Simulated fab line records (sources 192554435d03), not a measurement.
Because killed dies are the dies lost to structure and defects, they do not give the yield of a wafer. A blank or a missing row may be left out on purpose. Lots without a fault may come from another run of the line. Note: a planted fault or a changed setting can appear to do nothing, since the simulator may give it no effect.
Matching of chambers | flow n5 finfet | ald sin-01 running N5_FIN_SAQP_ALD_61: 4 sister chambers
The step deposits SiO2, target thk 4 nm, pulse time 1 s, purge time 2 s. 22 wafers are shown with their chamber, then 11 later ones without.

## WAFERS WITH THEIR CHAMBER
wafer  | chamber | heater power w (W) | precursor pulse height rel
L075.3 | 3       | 427                | 1.009
L075.4 | 0       | 509                | 0.999
L075.5 | 3       | 421                | 0.989
L077.2 | 2       | 474                | 0.997
L077.4 | 3       | 432                | 0.972
L077.5 | 2       | 472                | 1.016
L079.2 | 3       | 430                | 1.021
L079.3 | 2       | 471                | 0.938
L079.4 | 1       | 426                | 1.024
L090.1 | 1       | 447                | 1.026
L090.2 | 0       | 511                | 1.037
L090.3 | 2       | 474                | 1.000
L090.4 | 3       | 444                | 1.010
L090.5 | 2       | 473                | 1.007
L090.6 | 1       | 437                | 1.006
L091.1 | 0       | 515                | 0.993
L091.2 | 2       | 483                | 1.016
L091.4 | 1       | 454                | 0.980
L092.3 | 1       | 433                | 1.013
L092.5 | 3       | 429                | 1.021
L092.6 | 2       | 473                | 0.983
L094.2 | 2       | 463                | 1.003

SIGNATURES (means of the wafers above)
reading                    | chamber 0 | chamber 1 | chamber 2 | chamber 3 | scatter within a chamber
heater power w             | 511.67    | 439.40    | 472.88    | 430.50    | 7.5
precursor pulse height rel | 1.00967   | 1.00980   | 0.99500   | 1.00367   | 0.0223
Rule: distance of a wafer from a chamber = root of the sum over the readings of ((wafer's reading minus chamber's mean) / reading's scatter) squared. If the next closest chamber is less than 2 further off than the closest, the wafer can't be placed; otherwise it belongs to the closest. The scatter is the square root of a quotient: the sum, over the shown wafers, of each reading's squared deviation from its chamber's mean, divided by wafers minus chambers.

## WAFERS WHOSE CHAMBER IS MISSING
wafer  | heater power w (W) | precursor pulse height rel
L094.4 | 453                | 0.985
L094.5 | 511                | 1.014
L096.1 | 444                | 0.966
L096.2 | 478                | 0.978
L096.4 | 435                | 1.005
L097.1 | 434                | 1.032
L097.2 | 446                | 0.982
L097.3 | 512                | 0.995
L097.4 | 473                | 0.984
L097.5 | 448                | 1.000
L097.6 | 518                | 0.998

## EACH ONE'S CHAMBER
wafer  | from the rows above          | in truth
L094.4 | can't be placed: 1 or 2 or 3 | 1
L094.5 | 0                            | 0
L096.1 | can't be placed: 1 or 3      | 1
L096.2 | 2                            | 2
L096.4 | can't be placed: 3 or 1      | 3
L097.1 | can't be placed: 1 or 3      | 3
L097.2 | can't be placed: 1 or 3      | 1
L097.3 | 0                            | 0
L097.4 | 2                            | 2
L097.5 | can't be placed: 1 or 3      | 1
L097.6 | 0                            | 0
Correctly placed: 5 of 11. Unplaceable from these rows: 6, with the true chamber sitting among the candidates in 6. Number placed wrongly: 0.
